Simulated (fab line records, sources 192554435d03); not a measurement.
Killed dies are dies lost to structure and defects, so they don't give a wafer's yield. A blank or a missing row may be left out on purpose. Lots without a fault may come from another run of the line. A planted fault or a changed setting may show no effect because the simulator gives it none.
fab line records | flow n5_finfet
record lots=7 wafers=21
route steps=1938 shown BEOL_M14@1723 BEOL_M15@1800 MIM_BOT_LITHO@1858 MIM_BOT_ETCH@1866
start_h: hours from the record's first day to the start of the lot's first wafer shown | wait_h: hours since the lot's step before | " the same as in the row above | L1.1+2: a row that stands for several wafers | - no value, or no start given | * or withheld: withheld | < > ~ a bound
route shown NAME@n: a module of which the file shows steps, and the number in the route of the first | usual: mean/standard deviation of fault-free wafers | same: alike in all rows | chamber/n: place in a boat | sites: the reading at each site | _std_site: their standard deviation | _edge_site: outer sites' mean less inner sites' | radius_mm: how far each site lies from the wafer's centre | mask NAME#n: copy n | behind: the tool/chamber that last shaped the wafer | hold: why the lot was held/for how many hours/how that ended | device: the transistor (n, p or np) that didn't switch | end of line: the same wafers' tests at the end of the route | a step without rows: its recipe alone | killed: dies lost to structure and defects at the first sort, not the wafer's yield | map: a wafer's dies, x killed, . not, _ none there
set.NAME: the setting as run; set.NAME@STEP: as run at that earlier step | model.NAME: the simulator's own value behind a step, which no gauge read
lots whose settings were changed on purpose; a table a step, a row a wafer
## steps
# step N5_BEOL_M14_PEB_08
# recipe peb_temp_c=130 peb_time_s=90
# columns lot.wafer tool chamber start_h wait_h set.peb_temp_c
L077.4+5+6 litho_track-02 0 265.10 0.0 130
L082.2+5+6 litho_track-04 0 289.67 0.0 130
L085.3+4+5 litho_track-04 0 321.55 0.0 130
L087.3+4 litho_track-05 0 325.19 0.0 130
L087.6 " 0 " " 126.4
L091.1 litho_track-02 0 352.27 0.1 130
L091.2+3 " 0 " " 126.3
L092.1+3+5 litho_track-02 0 352.56 0.1 130
L095.1+5 litho_track-04 0 391.53 0.1 130
L095.2 " 0 " " 127.4
# step N5_BEOL_M14_DEVELOP_09
# recipe develop_time_s=45 rinse_liquid=diw dry=air_spin dev_temp_c=21
# step N5_BEOL_M14_HARDBAKE_14
# recipe temp_c=130 time_s=120
# step N5_BEOL_M14_CD_MEAS_10
# recipe target_cd_nm=250 landing_energy_ev=500 detector=se_inlens polarity=opening
# usual cd_nm=249.5/1.5
# columns lot.wafer tool chamber start_h wait_h set.peb_temp_c@BEOL_M14_PEB_08 cd_nm
L077.4 cd_sem-02 0 265.22 - 130 249.9
L077.5 " 0 " " 130 246.9
L077.6 " 0 " " 130 248.6
L082.2 cd_sem-01 0 289.79 - 130 250.1
L082.5 " 0 " " 130 250.8
L082.6 " 0 " " 130 251.7
L085.3 cd_sem-03 0 321.67 - 130 250.0
L085.4 " 0 " " 130 250.8
L085.5 " 0 " " 130 247.6
L087.3 cd_sem-01 0 325.31 - 130 247.9
L087.4 " 0 " " 130 247.9
L087.6 " 0 " " 126.4 230.7
L091.1 cd_sem-01 0 352.39 - 130 249.2
L091.2 " 0 " " 126.3 230.4
L091.3 " 0 " " 126.3 228.8
L092.1 cd_sem-03 0 352.67 - 130 250.2
L092.3 " 0 " " 130 247.7
L092.5 " 0 " " 130 249.8
L095.1 cd_sem-01 0 391.65 - 130 247.3
L095.2 " 0 " " 127.4 235.8
L095.5 " 0 " " 130 251.0
# step N5_BEOL_M14_STRIP_71
# recipe chemistry=post_etch_residue_remover time_s=60 temp_c=25 remover_ph=withheld remover_water_wt_pct=withheld remover_fluoride_wt_pct=withheld
# step N5_BEOL_M14_SRD_72
# recipe time_s=30 temp_c=23 rinse_liquid=diw dry=n2_spin spin_rpm=1500 dry_time_s=30
# step N5_BEOL_M14_CD_MEAS_17
# recipe target_cd_nm=250 polarity=opening
# usual cd_nm=250.1/1.9
# columns lot.wafer tool chamber start_h wait_h set.peb_temp_c@BEOL_M14_PEB_08 cd_nm
L077.4 cd_sem-02 - 265.74 0.0 130 251.1
L077.5 " - " " 130 247.8
L077.6 " - " " 130 248.3
L082.2 cd_sem-03 - 290.31 0.0 130 251.2
L082.5 " - " " 130 251.9
L082.6 " - " " 130 251.9
L085.3 cd_sem-03 - 322.38 0.0 130 250.3
L085.4 " - " " 130 250.9
L085.5 " - " " 130 247.9
L087.3 cd_sem-02 - 326.24 0.0 130 248.5
L087.4 " - " " 130 248.0
L087.6 " - " " 126.4 230.7
L091.1 cd_sem-03 - 352.92 0.0 130 250.8
L091.2 " - " " 126.3 230.3
L091.3 " - " " 126.3 227.8
L092.1 cd_sem-03 - 353.30 0.0 130 250.1
L092.3 " - " " 130 247.8
L092.5 " - " " 130 249.8
L095.1 cd_sem-02 - 392.17 0.0 130 246.8
L095.2 " - " " 127.4 234.6
L095.5 " - " " 130 251.0
# step N5_BEOL_M15_EXPOSE_25
# recipe mask_id=M15 na=0.8 source_shape=annular sigma_inner=0.5 sigma_outer=0.8 polarization=unpolarized target_cd_nm=400 dose_mj=35.5
# columns lot.wafer tool chamber start_h wait_h mask set.dose_mj
L077.4+6 krf_scanner-02 0 274.06 - M15#0 34.31
L077.5 " 0 " " M15#0 35.5
L082.2+5+6 krf_scanner-01 0 297.42 - M15#0 35.5
L085.3+5 krf_scanner-02 0 327.78 - M15#0 37.34
L085.4 " 0 " " M15#0 35.5
L087.3+6 krf_scanner-01 0 335.93 - M15#0 36.67
L087.4 " 0 " " M15#0 35.5
L091.1+3 krf_scanner-02 0 358.42 - M15#0 35.5
L091.2 " 0 " " M15#0 36.6
L092.1+3 krf_scanner-02 0 359.37 - M15#0 35.5
L092.5 " 0 " " M15#0 37.93
L095.1+2+5 krf_scanner-02 0 397.54 - M15#0 35.5
# step N5_BEOL_M15_PEB_26
# recipe peb_temp_c=130 peb_time_s=90
# columns lot.wafer tool chamber start_h wait_h set.peb_time_s
L077.4+5 litho_track-03 0 274.11 0.0 84.63
L077.6 " 0 " " 90
L082.2+5+6 litho_track-05 0 297.47 0.0 90
L085.3+5 litho_track-01 0 327.83 0.0 95.42
L085.4 " 0 " " 90
L087.3 litho_track-01 0 335.98 0.0 109.4
L087.4+6 " 0 " " 90
L091.1+2 litho_track-05 0 358.48 0.1 103.5
L091.3 " 0 " " 90
L092.1 litho_track-01 0 359.43 0.1 77.65
L092.3+5 " 0 " " 90
L095.1+2+5 litho_track-03 0 397.60 0.1 90
# step N5_BEOL_M15_DEVELOP_27
# recipe develop_time_s=45 rinse_liquid=diw dry=air_spin dev_temp_c=21
# step N5_BEOL_M15_HARDBAKE_32
# recipe temp_c=130 time_s=120
# step N5_BEOL_M15_CD_MEAS_28
# recipe target_cd_nm=407.6 landing_energy_ev=500 detector=se_inlens
# usual cd_nm=408.5/1.8
# columns lot.wafer tool chamber start_h wait_h set.dose_mj@BEOL_M15_EXPOSE_25 cd_nm
L077.4 cd_sem-01 0 274.22 - 34.31 400.8
L077.5 " 0 " " 35.5 405.8
L077.6 " 0 " " 34.31 402.8
L082.2 cd_sem-01 0 297.59 - 35.5 408.6
L082.5 " 0 " " 35.5 408.7
L082.6 " 0 " " 35.5 407.1
L085.3 cd_sem-01 0 327.95 - 37.34 419.1
L085.4 " 0 " " 35.5 407.2
L085.5 " 0 " " 37.34 416.0
L087.3 cd_sem-03 0 336.10 - 36.67 418.9
L087.4 " 0 " " 35.5 411.8
L087.6 " 0 " " 36.67 413.2
L091.1 cd_sem-03 0 358.59 - 35.5 413.0
L091.2 " 0 " " 36.6 415.4
L091.3 " 0 " " 35.5 408.1
L092.1 cd_sem-03 0 359.55 - 35.5 401.5
L092.3 " 0 " " 35.5 406.2
L092.5 " 0 " " 37.93 418.5
L095.1 cd_sem-01 0 397.71 - 35.5 408.4
L095.2 " 0 " " 35.5 409.9
L095.5 " 0 " " 35.5 408.7
# step N5_BEOL_M15_DESCUM_33
# recipe chemistry=O2 time_s=7.9 source_power_w=50 bias_power_w=20 pressure_mtorr=20 rf_frequency_hz=2.712e+07 temp_c=40 o2_flow_sccm=225
# columns lot.wafer tool chamber start_h wait_h set.dose_mj@BEOL_M15_EXPOSE_25 model.BEOL_M15.cd_nm
L077.4 rie_diel-05 1 274.34 0.1 34.31 400.8
L077.5 " 2 " " 35.5 405.6
L077.6 " 0 " " 34.31 402.8
L082.2 rie_diel-02 1 297.67 0.0 35.5 408.4
L082.5 " 1 " " 35.5 408.2
L082.6 " 2 " " 35.5 407
L085.3 rie_diel-05 0 328.04 0.0 37.34 419.2
L085.4 " 3 " " 35.5 407.4
L085.5 " 0 " " 37.34 416.2
L087.3 rie_diel-05 3 336.18 0.0 36.67 419
L087.4 " 0 " " 35.5 411.8
L087.6 " 1 " " 36.67 413.2
L091.1 rie_diel-04 0 358.68 0.0 35.5 413.2
L091.2 " 3 " " 36.6 415.4
L091.3 " 1 " " 35.5 407.8
L092.1 rie_diel-02 0 359.63 0.0 35.5 401.8
L092.3 " 2 " " 35.5 406.4
L092.5 " 3 " " 37.93 418.2
L095.1+5 rie_diel-02 1,3 397.80 0.0 35.5 408.4
L095.2 " 0 " " 35.5 409.8
# step N5_BEOL_M15_ETCH_61
# recipe chemistry=N2/H2 target=BARC target_depth_a=890 overetch_a=267 time_s=67.9 ion_energy_ev=200 pressure_mtorr=30 source_w=840 bias_w=150 n2_flow_sccm=200 h2_flow_sccm=200
# columns lot.wafer tool chamber start_h wait_h set.dose_mj@BEOL_M15_EXPOSE_25 model.BEOL_M15.cd_nm
L077.4 rie_diel-05 1 274.39 0.0 34.31 393.6
L077.5 " 2 " " 35.5 397.2
L077.6 " 0 " " 34.31 395
L082.2 rie_diel-02 1 297.71 0.0 35.5 401.4
L082.5 " 1 " " 35.5 400.4
L082.6 " 2 " " 35.5 399.2
L085.3 rie_diel-05 0 328.07 0.0 37.34 410.2
L085.4 " 3 " " 35.5 400
L085.5 " 0 " " 37.34 407
L087.3 rie_diel-05 3 336.22 0.0 36.67 412
L087.4 " 0 " " 35.5 402.8
L087.6 " 1 " " 36.67 405.4
L091.1 rie_diel-04 0 358.72 0.0 35.5 405.8
L091.2 " 3 " " 36.6 407.4
L091.3 " 1 " " 35.5 399.8
L092.1 rie_diel-02 0 359.67 0.0 35.5 393
L092.3 " 2 " " 35.5 397.8
L092.5 " 3 " " 37.93 411.8
L095.1 rie_diel-02 1 397.83 0.0 35.5 401
L095.2 " 0 " " 35.5 401.2
L095.5 " 3 " " 35.5 400.8
# step N5_BEOL_M15_TRENCH_ETCH_34
# recipe chemistry=C4F8/O2/Ar target=SiO2 target_depth_a=8729.3 he_inner_torr=15 he_outer_torr=30 time_s=199 ion_energy_ev=800 pressure_mtorr=20 source_w=1905 bias_w=2040 Ar_flow_sccm=400 C4F8_flow_sccm=16 O2_flow_sccm=12
# columns lot.wafer tool chamber start_h wait_h set.dose_mj@BEOL_M15_EXPOSE_25 model.BEOL_M15.cd_nm
L077.4 rie_diel-05 1 274.49 0.1 34.31 393
L077.5 " 2 " " 35.5 397.6
L077.6 " 0 " " 34.31 395.4
L082.2 rie_diel-02 1 297.76 0.0 35.5 401.8
L082.5 " 1 " " 35.5 400.6
L082.6 " 2 " " 35.5 399.6
L085.3 rie_diel-05 0 328.12 0.0 37.34 410.2
L085.4 " 3 " " 35.5 399.6
L085.5 " 0 " " 37.34 407
L087.3 rie_diel-05 3 336.27 0.0 36.67 411.6
L087.4 " 0 " " 35.5 403
L087.6 " 1 " " 36.67 405
L091.1 rie_diel-04 0 358.77 0.0 35.5 405
L091.2 " 3 " " 36.6 407.8
L091.3 " 1 " " 35.5 399
L092.1 rie_diel-02 0 359.72 0.0 35.5 392.4
L092.3 " 2 " " 35.5 397.4
L092.5 " 3 " " 37.93 412
L095.1 rie_diel-02 1 397.89 0.0 35.5 400.2
L095.2 " 0 " " 35.5 401
L095.5 " 3 " " 35.5 401.4
# step N5_MIM_BOT_LITHO_EXPOSE_05
# recipe mask_id=MIM_BOT na=0.55 source_shape=conventional sigma_outer=0.8 polarization=unpolarized dose_mj=24.25
# columns lot.wafer tool chamber start_h wait_h mask set.dose_mj
L077.4+6 krf_scanner-02 0 283.00 - MIM_BOT#0 25.93
L077.5 " 0 " " MIM_BOT#0 24.25
L082.2+5+6 krf_scanner-02 0 305.63 - MIM_BOT#0 24.25
L085.3 krf_scanner-02 0 336.66 - MIM_BOT#0 24.25
L085.4+5 " 0 " " MIM_BOT#0 22.92
L087.3 krf_scanner-01 0 347.65 - MIM_BOT#0 24.25
L087.4+6 " 0 " " MIM_BOT#0 22.66
L091.1+2 krf_scanner-01 0 365.92 - MIM_BOT#0 25.69
L091.3 " 0 " " MIM_BOT#0 24.25
L092.1+5 krf_scanner-01 0 370.86 - MIM_BOT#0 25.07
L092.3 " 0 " " MIM_BOT#0 24.25
L095.1+2+5 krf_scanner-01 0 407.18 - MIM_BOT#0 24.25
# step N5_MIM_BOT_LITHO_PEB_06
# recipe peb_temp_c=withheld peb_time_s=*
# step N5_MIM_BOT_LITHO_DEVELOP_07
# recipe develop_time_s=60 rinse_liquid=diw dry=air_spin dev_temp_c=21
# step N5_MIM_BOT_LITHO_HARDBAKE_09
# recipe temp_c=130 time_s=120
# step N5_MIM_BOT_LITHO_CD_MEAS_08
# recipe target_cd_nm=3000 landing_energy_ev=500 detector=se_inlens polarity=opening
# usual cd_nm=3000.1/2
# columns lot.wafer tool chamber start_h wait_h set.dose_mj@MIM_BOT_LITHO_EXPOSE_05 cd_nm
L077.4 cd_sem-02 0 283.16 - 25.93 3013.7
L077.5 " 0 " " 24.25 3000.2
L077.6 " 0 " " 25.93 3012.4
L082.2 cd_sem-02 0 305.80 - 24.25 2998.4
L082.5 " 0 " " 24.25 2997.4
L082.6 " 0 " " 24.25 2996.8
L085.3 cd_sem-01 0 336.83 - 24.25 2999.6
L085.4 " 0 " " 22.92 2986.4
L085.5 " 0 " " 22.92 2987.8
L087.3 cd_sem-03 0 347.81 - 24.25 2999.4
L087.4 " 0 " " 22.66 2987.2
L087.6 " 0 " " 22.66 2989.1
L091.1 cd_sem-02 0 366.09 - 25.69 3008.9
L091.2 " 0 " " 25.69 3008.9
L091.3 " 0 " " 24.25 3000.0
L092.1 cd_sem-02 0 371.03 - 25.07 3002.5
L092.3 " 0 " " 24.25 3000.7
L092.5 " 0 " " 25.07 3006.2
L095.1 cd_sem-02 0 407.35 - 24.25 3001.1
L095.2 " 0 " " 24.25 3000.9
L095.5 " 0 " " 24.25 3000.4
# step N5_MIM_BOT_ETCH_ETCH_04
# recipe chemistry=CF4/O2 target=SiNx target_depth_a=260 time_s=13 ion_energy_ev=100 pressure_mtorr=40 source_w=535 bias_w=49 Ar_flow_sccm=100 cf4_flow_sccm=100 O2_flow_sccm=10
# columns lot.wafer tool chamber start_h wait_h set.time_s model.etch.depth_nm
L077.4 rie_diel-06 1 283.31 0.0 15.61 33.1
L077.5 " 3 " " 13 25.79
L077.6 " 2 " " 13 26.72
L082.2 rie_diel-01 1 305.95 0.0 13 26.15
L082.5 " 3 " " 13 24.99
L082.6 " 0 " " 13 26.13
L085.3 rie_diel-03 2 337.00 0.0 13 25.49
L085.4 " 0 " " 15.24 30.04
L085.5 " 3 " " 15.24 29.28
L087.3 rie_diel-01 1 347.97 0.0 13 26.33
L087.4 " 2 " " 13 25.81
L087.6 " 1 " " 13 26.56
L091.1 rie_diel-06 1 366.25 0.0 14.14 29.48
L091.2 " 3 " " 13 25.82
L091.3 " 2 " " 14.14 28.95
L092.1 rie_diel-03 2 371.19 0.0 15.8 30.95
L092.3 " 1 " " 15.8 31.04
L092.5 " 1 " " 13 25.52
L095.1 rie_diel-06 3 407.53 0.0 13 25.85
L095.2 " 0 " " 13 26.39
L095.5 " 3 " " 11.3 22.5
## key
split step=N5_BEOL_M14_PEB_08 setting=peb_temp_c stated=130 by=wafer
response step=N5_BEOL_M14_CD_MEAS_10 reading=cd_nm change=+6.58 per=1% r=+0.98
response step=N5_BEOL_M14_CD_MEAS_17 reading=cd_nm change=+7.05 per=1% r=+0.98
split step=N5_BEOL_M15_EXPOSE_25 setting=dose_mj stated=35.5 by=wafer
response step=N5_BEOL_M15_CD_MEAS_28 reading=cd_nm change=+1.86 per=1% r=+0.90
response step=N5_BEOL_M15_DESCUM_33 reading=model.BEOL_M15.cd_nm change=+1.82 per=1% r=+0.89
response step=N5_BEOL_M15_ETCH_61 reading=model.BEOL_M15.cd_nm change=+1.9 per=1% r=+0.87
response step=N5_BEOL_M15_TRENCH_ETCH_34 reading=model.BEOL_M15.cd_nm change=+2 per=1% r=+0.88
split step=N5_BEOL_M15_PEB_26 setting=peb_time_s stated=90 by=wafer
response none clear
split step=N5_MIM_BOT_LITHO_EXPOSE_05 setting=dose_mj stated=24.25 by=wafer
response step=N5_MIM_BOT_LITHO_CD_MEAS_08 reading=cd_nm change=+1.77 per=1% r=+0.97
split step=N5_MIM_BOT_ETCH_ETCH_04 setting=time_s stated=13 by=wafer
response step=N5_MIM_BOT_ETCH_ETCH_04 reading=model.etch.depth_nm change=+0.287 per=1% r=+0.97
